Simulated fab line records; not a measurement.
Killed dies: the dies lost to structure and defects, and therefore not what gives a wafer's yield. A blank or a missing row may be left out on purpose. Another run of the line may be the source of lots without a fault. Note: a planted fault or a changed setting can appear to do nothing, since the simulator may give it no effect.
Matching of chambers -- flow nand harc -- NHARC_P_M2_CMP_23 on cmp-01: 3 sister chambers
The step polishes, t overpolish 20 s, target thk 144.3 nm. 3 wafers are shown with their chamber, then 6 later ones without.

WAFERS PAIRED WITH THEIR CHAMBERS
wafer,chamber,motor current A (A)
L085.3,3,11.5
L085.5,2,11.5
L088.1,1,12.4

WAFERS WITH NO CHAMBER GIVEN
wafer,motor current A (A)
L088.3,11.2
L088.6,11.8
L096.4,11.2
L096.5,11.5
L097.3,13.1
L097.4,11.7

WHICH CHAMBER EACH ONE RAN IN
wafer,from the rows above,in truth
L088.3,can't be placed: 2 or 3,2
L088.6,can't be placed: 2 or 3 or 1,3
L096.4,can't be placed: 2 or 3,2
L096.5,can't be placed: 2 or 3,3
L097.3,1,1
L097.4,can't be placed: 2 or 3 or 1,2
Placed correctly: 1 of 6. From these rows, 5 cannot be placed; in 5 the true chamber is one of the candidates. 0 placed wrongly.
How it was worked out, from the rows above alone: a wafer's distance from a chamber is the root of the sum, over the readings, of the square of ((its reading less the chamber's mean) divided by the reading's scatter). If the next closest chamber is less than 2 further off than the closest, the wafer can't be placed; otherwise it belongs to the closest. The mean given for a chamber averages the wafers shown for that chamber. The scatter: root of mean squared gap, hidden wafer to nearest shown wafer, with one shown wafer a chamber.
